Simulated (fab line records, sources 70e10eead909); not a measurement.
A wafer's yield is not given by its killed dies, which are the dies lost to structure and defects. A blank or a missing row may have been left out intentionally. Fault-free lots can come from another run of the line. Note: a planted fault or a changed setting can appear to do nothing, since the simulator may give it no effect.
Which tool did it? :: flow nand_harc :: 13 lots, 39 wafers sampled, at 5 steps of a route of 1159

## WHAT THE GAUGES SHOWED, per wafer
NHARC_A_SGD_CUT_THK_MEAS_22: measures by ellipsometry. Usual: thk_nm reads 148.0 nm (standard deviation 1.6).
lot: L629
measured: day 13 15:23
on: film_metro-02
thk_nm (nm): 148.7 148.1 149.4
flag: 

lot: L630
measured: day 14 09:41
on: film_metro-01
thk_nm (nm): 149.1 148.0 149.0
flag: 

lot: L631
measured: day 14 09:43
on: film_metro-02
thk_nm (nm): 148.8 150.2 149.4
flag: 

lot: L633
measured: day 14 18:40
on: film_metro-02
thk_nm (nm): 149.4 148.2 147.5
flag: 

lot: L634
measured: day 15 10:17
on: film_metro-01
thk_nm (nm): 149.7 148.1 148.7
flag: 

lot: L637
measured: day 15 22:31
on: film_metro-01
thk_nm (nm): 150.7 148.1 149.1
flag: 

lot: L636
measured: day 15 22:31
on: film_metro-02
thk_nm (nm): 147.4 149.3 148.1
flag: 

lot: L635
measured: day 16 04:16
on: film_metro-01
thk_nm (nm): 146.7 147.8 147.0
flag: 

lot: L642
measured: day 17 02:09
on: film_metro-01
thk_nm (nm): 149.0 145.8 149.1
flag: 

lot: L641
measured: day 17 08:09
on: film_metro-02
thk_nm (nm): 149.4 147.4 150.1
flag: 

lot: L649
measured: day 18 20:45
on: film_metro-02
thk_nm (nm): 146.2 148.5 147.1
flag: 

lot: L648
measured: day 18 20:45
on: film_metro-01
thk_nm (nm): 148.5 151.3 150.3
flag: 

lot: L651
measured: day 19 03:26
on: film_metro-02
thk_nm (nm): 150.7 148.3 147.8
flag: 

NHARC_END_SORT_01. Usual: killed_at_array 25, standard deviation 9.2; killed_at_other 0.8, standard deviation 1.2; killed_at_periphery 3.9, standard deviation 2.6; killed_dies 30, standard deviation 9.7; killed_open 3.4, standard deviation 1.9; killed_short 2.0, standard deviation 1.4.
lot: L642
measured: day 22 04:17
on: prober-02
killed_at_array: 23 673 14
killed_at_other: 0 1 2
killed_at_periphery: 3 3 6
killed_dies: 26 677 22
killed_open: 4 2 5
killed_short: 2 1 2
flag: OFF

## WHICH TOOL RAN EACH LOT (tool, then ch and the chambers of the sampled wafers, then the start)
lot: L629
NHARC_A_WL_FILL_RTA_01: rtp_anneal-02 ch 0, day 14 13:31
NHARC_A_WL_FILL_ALD_02: ald_metal-04 ch 0,2,3, day 14 13:43
NHARC_A_WL_FILL_ALD_10: ald_hk-02 ch 0,1,3, day 14 23:35

lot: L630
NHARC_A_WL_FILL_RTA_01: rtp_anneal-02 ch 0, day 15 01:54
NHARC_A_WL_FILL_ALD_02: ald_metal-04 ch 0,1,2, day 15 02:07
NHARC_A_WL_FILL_ALD_10: ald_hk-04 ch 1,3, day 15 19:17

lot: L631
NHARC_A_WL_FILL_RTA_01: rtp_anneal-02 ch 0, day 15 01:46
NHARC_A_WL_FILL_ALD_02: ald_metal-02 ch 0,3, day 15 01:59
NHARC_A_WL_FILL_ALD_10: ald_hk-03 ch 1,2,3, day 15 18:46

lot: L633
NHARC_A_WL_FILL_RTA_01: rtp_anneal-01 ch 0, day 15 12:49
NHARC_A_WL_FILL_ALD_02: ald_metal-02 ch 1,2,3, day 15 13:07
NHARC_A_WL_FILL_ALD_10: ald_hk-03 ch 2,3, day 16 13:09

lot: L634
NHARC_A_WL_FILL_RTA_01: rtp_anneal-02 ch 0, day 16 01:53
NHARC_A_WL_FILL_ALD_02: ald_metal-02 ch 0,2,3, day 16 02:08
NHARC_A_WL_FILL_ALD_10: ald_hk-02 ch 0,1,3, day 16 15:46

lot: L637
NHARC_A_WL_FILL_RTA_01: rtp_anneal-01 ch 0, day 16 18:47
NHARC_A_WL_FILL_ALD_02: ald_metal-04 ch 0,1,2, day 16 19:00
NHARC_A_WL_FILL_ALD_10: ald_hk-04 ch 0,2,3, day 17 10:21

lot: L636
NHARC_A_WL_FILL_RTA_01: rtp_anneal-02 ch 0, day 16 18:38
NHARC_A_WL_FILL_ALD_02: ald_metal-03 ch 0,3, day 16 18:52
NHARC_A_WL_FILL_ALD_10: ald_hk-03 ch 0,1,2, day 17 07:55

lot: L635
NHARC_A_WL_FILL_RTA_01: rtp_anneal-02 ch 0, day 16 20:53
NHARC_A_WL_FILL_ALD_02: ald_metal-02 ch 0,1,3, day 16 21:05
NHARC_A_WL_FILL_ALD_10: ald_hk-02 ch 0,2, day 17 11:23

lot: L642
NHARC_A_WL_FILL_RTA_01: rtp_anneal-01 ch 0, day 17 17:32
NHARC_A_WL_FILL_ALD_02: ald_metal-04 ch 0,2,3, day 17 17:47
NHARC_A_WL_FILL_ALD_10: ald_hk-03 ch 0,1,3, day 18 06:43

lot: L641
NHARC_A_WL_FILL_RTA_01: rtp_anneal-02 ch 0, day 18 01:14
NHARC_A_WL_FILL_ALD_02: ald_metal-03 ch 0,1,3, day 18 01:26
NHARC_A_WL_FILL_ALD_10: ald_hk-03 ch 1,3, day 18 15:37

lot: L649
NHARC_A_WL_FILL_RTA_01: rtp_anneal-02 ch 0, day 19 14:34
NHARC_A_WL_FILL_ALD_02: ald_metal-02 ch 0,2,3, day 19 14:47
NHARC_A_WL_FILL_ALD_10: ald_hk-03 ch 1,3, day 20 04:42

lot: L648
NHARC_A_WL_FILL_RTA_01: rtp_anneal-02 ch 0, day 19 14:46
NHARC_A_WL_FILL_ALD_02: ald_metal-03 ch 0,1,2, day 19 14:59
NHARC_A_WL_FILL_ALD_10: ald_hk-04 ch 0,2, day 20 05:13

lot: L651
NHARC_A_WL_FILL_RTA_01: rtp_anneal-02 ch 0, day 19 21:09
NHARC_A_WL_FILL_ALD_02: ald_metal-03 ch 1,2,3, day 19 21:22
NHARC_A_WL_FILL_ALD_10: ald_hk-04 ch 0,1,2, day 20 08:41
- NHARC_A_WL_FILL_RTA_01: time 5 s.
- NHARC_A_WL_FILL_ALD_02: deposits TiN, target thk 2 nm, pulse time 3 s, ald cycles 100.
- NHARC_A_WL_FILL_ALD_10: deposits SiO2, target thk 50 nm, pulse time 10 s, ald cycles 500.

## AS READ BY THE TOOLS THEMSELVES (means over the sampled wafers that have a number; for cases with no such wafer, the mark the record gives instead)
NHARC_A_WL_FILL_RTA_01. Usual: lamp_power_pct 29.7 %, standard deviation 2; wafer_temp_C_max 1003.6, standard deviation 1.2.
lot: L629
tool: rtp_anneal-02
lamp_power_pct (%): 28.2
wafer_temp_C_max: 1003.2
flag: 

lot: L630
tool: rtp_anneal-02
lamp_power_pct (%): 28.2
wafer_temp_C_max: 1003.4
flag: 

lot: L631
tool: rtp_anneal-02
lamp_power_pct (%): 28.2
wafer_temp_C_max: 1002.5
flag: 

lot: L633
tool: rtp_anneal-01
lamp_power_pct (%): 32.5
wafer_temp_C_max: 1004.8
flag: 

lot: L634
tool: rtp_anneal-02
lamp_power_pct (%): 28.2
wafer_temp_C_max: 1002.8
flag: 

lot: L637
tool: rtp_anneal-01
lamp_power_pct (%): 32.5
wafer_temp_C_max: 1005.3
flag: 

lot: L636
tool: rtp_anneal-02
lamp_power_pct (%): 28.2
wafer_temp_C_max: 1003.4
flag: 

lot: L635
tool: rtp_anneal-02
lamp_power_pct (%): 28.3
wafer_temp_C_max: 1002.9
flag: 

lot: L642
tool: rtp_anneal-01
lamp_power_pct (%): 32.5
wafer_temp_C_max: 1004.6
flag: 

lot: L641
tool: rtp_anneal-02
lamp_power_pct (%): 28.2
wafer_temp_C_max: 1002.9
flag: 

lot: L649
tool: rtp_anneal-02
lamp_power_pct (%): 28.2
wafer_temp_C_max: 1003.6
flag: 

lot: L648
tool: rtp_anneal-02
lamp_power_pct (%): 28.2
wafer_temp_C_max: 1003.4
flag: 

lot: L651
tool: rtp_anneal-02
lamp_power_pct (%): 28.2
wafer_temp_C_max: 1002.1
flag: 

NHARC_A_WL_FILL_ALD_02. Usual: heater_power_w 1082 W, standard deviation 150; precursor_pulse_height_rel 1.000, standard deviation 0.019.
lot: L629
tool: ald_metal-04
heater_power_w (W): 1101
precursor_pulse_height_rel: 0.984
flag: 

lot: L630
tool: ald_metal-04
heater_power_w (W): 1110
precursor_pulse_height_rel: 1.009
flag: 

lot: L631
tool: ald_metal-02
heater_power_w (W): 996
precursor_pulse_height_rel: 0.996
flag: 

lot: L633
tool: ald_metal-02
heater_power_w (W): 1187
precursor_pulse_height_rel: 0.998
flag: 

lot: L634
tool: ald_metal-02
heater_power_w (W): 1084
precursor_pulse_height_rel: 1.001
flag: 

lot: L637
tool: ald_metal-04
heater_power_w (W): 1096
precursor_pulse_height_rel: 0.998
flag: 

lot: L636
tool: ald_metal-03
heater_power_w (W): 1008
precursor_pulse_height_rel: 0.986
flag: 

lot: L635
tool: ald_metal-02
heater_power_w (W): 1105
precursor_pulse_height_rel: 0.991
flag: 

lot: L642
tool: ald_metal-04
heater_power_w (W): 1098
precursor_pulse_height_rel: 1.009
flag: 

lot: L641
tool: ald_metal-03
heater_power_w (W): 989
precursor_pulse_height_rel: 0.999
flag: 

lot: L649
tool: ald_metal-02
heater_power_w (W): 1105
precursor_pulse_height_rel: 1.004
flag: 

lot: L648
tool: ald_metal-03
heater_power_w (W): 918
precursor_pulse_height_rel: 0.999
flag: 

lot: L651
tool: ald_metal-03
heater_power_w (W): 1008
precursor_pulse_height_rel: 1.017
flag: 

NHARC_A_WL_FILL_ALD_10. Usual: heater_power_w 446 W, standard deviation 43; precursor_pulse_height_rel 1.002, standard deviation 0.022.
lot: L629
tool: ald_hk-02
heater_power_w (W): 425
precursor_pulse_height_rel: 1.004
flag: 

lot: L630
tool: ald_hk-04
heater_power_w (W): 470
precursor_pulse_height_rel: 1.008
flag: 

lot: L631
tool: ald_hk-03
heater_power_w (W): 453
precursor_pulse_height_rel: 1.003
flag: 

lot: L633
tool: ald_hk-03
heater_power_w (W): 485
precursor_pulse_height_rel: 1.008
flag: 

lot: L634
tool: ald_hk-02
heater_power_w (W): 423
precursor_pulse_height_rel: 1.002
flag: 

lot: L637
tool: ald_hk-04
heater_power_w (W): 444
precursor_pulse_height_rel: 0.973
flag: 

lot: L636
tool: ald_hk-03
heater_power_w (W): 444
precursor_pulse_height_rel: 1.000
flag: 

lot: L635
tool: ald_hk-02
heater_power_w (W): 385
precursor_pulse_height_rel: 1.001
flag: 

lot: L642
tool: ald_hk-03
heater_power_w (W): 463
precursor_pulse_height_rel: 0.995
flag: 

lot: L641
tool: ald_hk-03
heater_power_w (W): 436
precursor_pulse_height_rel: 0.991
flag: 

lot: L649
tool: ald_hk-03
heater_power_w (W): 429
precursor_pulse_height_rel: 1.024
flag: 

lot: L648
tool: ald_hk-04
heater_power_w (W): 424
precursor_pulse_height_rel: 1.005
flag: 

lot: L651
tool: ald_hk-04
heater_power_w (W): 432
precursor_pulse_height_rel: 1.003
flag: 

## THE ANSWER, worked out from the rows above alone
Rule: a lot counts as off when the mean over its wafers that have a number is more than 3 standard deviations away from the usual mean. A lot without any number at a reading at which 4 lots or more have one is off too. Any other lot the step has rows for is counted as sound. After the gauges, taken in route order, come the tools' own readings; for these a lot's mean is taken, as printed above. The first step at which some lot is off is used, and at that step the reading that is off furthest; a lot without a number counts as furthest.
Off at NHARC_END_SORT_01 (killed_at_array): L642. Neither off nor sound, because the step has no rows for them: L629, L630, L631, L633, L634, L637, L636, L635, L641, L649, L648, L651.
A tool fits if, at a process step before that reading, it ran every lot that is off, and no sound lot after the first of them. Those tools and the gauges at NHARC_END_SORT_01 are tried in the same way. Can't be told from this: 4 tools fit, rtp_anneal-01 at NHARC_A_WL_FILL_RTA_01, ald_metal-04 at NHARC_A_WL_FILL_ALD_02, ald_hk-03 at NHARC_A_WL_FILL_ALD_10, prober-02 at NHARC_END_SORT_01.

## WHAT WAS PUT IN BY THE SIMULATOR
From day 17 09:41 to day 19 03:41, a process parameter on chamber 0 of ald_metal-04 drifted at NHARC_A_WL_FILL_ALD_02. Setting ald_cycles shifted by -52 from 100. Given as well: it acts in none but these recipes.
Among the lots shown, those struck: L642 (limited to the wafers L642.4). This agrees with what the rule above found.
